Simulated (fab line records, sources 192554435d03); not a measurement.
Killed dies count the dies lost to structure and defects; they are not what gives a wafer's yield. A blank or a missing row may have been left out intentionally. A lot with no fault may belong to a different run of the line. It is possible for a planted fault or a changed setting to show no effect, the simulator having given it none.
Matching of chambers :: flow n5 finfet :: 4 sister chambers for N5_BEOL_M0_SAQP_SPACER2_ALD_26 on ald sin-03
The step deposits SiO2, target thk 15 nm, pulse time 1 s, purge time 2 s. 8 wafers are shown with their chamber, then 12 later ones without.

## EACH WAFER AND ITS CHAMBER
wafer: L086.5
chamber: 3
heater power w (W): 457
precursor pulse height rel: 1.011

wafer: L086.6
chamber: 2
heater power w (W): 510
precursor pulse height rel: 0.984

wafer: L088.4
chamber: 0
heater power w (W): 501
precursor pulse height rel: 1.019

wafer: L088.5
chamber: 1
heater power w (W): 486
precursor pulse height rel: 1.022

wafer: L088.6
chamber: 2
heater power w (W): 528
precursor pulse height rel: 0.983

wafer: L089.1
chamber: 0
heater power w (W): 512
precursor pulse height rel: 0.985

wafer: L089.3
chamber: 3
heater power w (W): 449
precursor pulse height rel: 0.984

wafer: L089.4
chamber: 1
heater power w (W): 495
precursor pulse height rel: 1.011

## WAFERS WITH NO CHAMBER GIVEN
wafer: L090.1
heater power w (W): 454
precursor pulse height rel: 1.016

wafer: L090.2
heater power w (W): 519
precursor pulse height rel: 0.998

wafer: L090.6
heater power w (W): 446
precursor pulse height rel: 0.971

wafer: L094.1
heater power w (W): 496
precursor pulse height rel: 0.999

wafer: L094.2
heater power w (W): 514
precursor pulse height rel: 1.017

wafer: L094.3
heater power w (W): 444
precursor pulse height rel: 1.025

wafer: L094.4
heater power w (W): 499
precursor pulse height rel: 1.009

wafer: L094.5
heater power w (W): 523
precursor pulse height rel: 1.024

wafer: L094.6
heater power w (W): 447
precursor pulse height rel: 0.986

wafer: L097.4
heater power w (W): 512
precursor pulse height rel: 1.031

wafer: L097.5
heater power w (W): 493
precursor pulse height rel: 0.997

wafer: L097.6
heater power w (W): 514
precursor pulse height rel: 0.977

## WHICH CHAMBER EACH ONE RAN IN
wafer: L090.1
from the rows above: 3
in truth: 3

wafer: L090.2
from the rows above: can't be placed: 2 or 0
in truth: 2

wafer: L090.6
from the rows above: 3
in truth: 3

wafer: L094.1
from the rows above: can't be placed: 0 or 1 or 2
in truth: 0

wafer: L094.2
from the rows above: can't be placed: 0 or 2 or 1
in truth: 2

wafer: L094.3
from the rows above: 3
in truth: 3

wafer: L094.4
from the rows above: can't be placed: 0 or 1 or 2
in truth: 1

wafer: L094.5
from the rows above: can't be placed: 0 or 2 or 1
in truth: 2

wafer: L094.6
from the rows above: 3
in truth: 3

wafer: L097.4
from the rows above: can't be placed: 0 or 1 or 2
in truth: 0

wafer: L097.5
from the rows above: can't be placed: 1 or 0 or 2
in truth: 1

wafer: L097.6
from the rows above: can't be placed: 2 or 0
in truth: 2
4 of 12 placed correctly. Can't be placed from these rows: 8 (the true chamber is among the candidates in 8). Number placed wrongly: 0.
How it was worked out, from the rows above alone: a wafer's distance from a chamber is the root of the sum, over the readings, of the square of ((its reading less the chamber's mean) divided by the reading's scatter). The wafer belongs to the nearest chamber; if the next one is less than 2 further off, it can't be placed. For every chamber, the mean is computed from those of its wafers that are shown. The scatter: the root of (the sum of the squares of (reading less its chamber's mean) over the shown wafers, divided by (wafers less chambers)).
